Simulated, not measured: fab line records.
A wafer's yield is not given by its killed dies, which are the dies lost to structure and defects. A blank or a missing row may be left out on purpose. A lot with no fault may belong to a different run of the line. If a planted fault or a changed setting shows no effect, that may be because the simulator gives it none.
Matching of chambers -- flow n5_finfet -- N5_BEOL_M2_DESCUM_33 on rie_diel-06: 4 sister chambers
The step chemistry O2, time 7 s. 4 wafers are shown with their chamber, then 8 later ones without.

EACH WAFER AND ITS CHAMBER
wafer,chamber,drypump_motor_current_A (A)
L081.3,2,5.8
L083.3,3,5.7
L088.4,0,4.8
L092.1,1,6.2

WAFERS WHOSE CHAMBER IS MISSING
wafer,drypump_motor_current_A (A)
L092.2,5.8
L092.4,5.7
L094.1,6.2
L094.5,6.3
L094.6,5.7
L095.3,6.2
L095.4,5.7
L095.6,5.7

CHAMBER TAKEN BY EACH
wafer,from the rows above,in truth
L092.2,2,2
L092.4,3,3
L094.1,1,1
L094.5,1,1
L094.6,3,3
L095.3,1,1
L095.4,3,3
L095.6,3,3
Correct placement for 8 of the 8. Not placeable from these rows: 0. Wrongly placed: 0.
How it was worked out, from the rows above alone: a wafer's distance from a chamber is the root of the sum, over the readings, of the square of ((its reading less the chamber's mean) divided by the reading's scatter). If the next closest chamber is less than 2 further off than the closest, the wafer can't be placed; otherwise it belongs to the closest. The mean given for a chamber averages the wafers shown for that chamber. The scatter (one wafer shown for each chamber): square how far every hidden wafer sits from the nearest shown wafer, average those squares and take the square root.
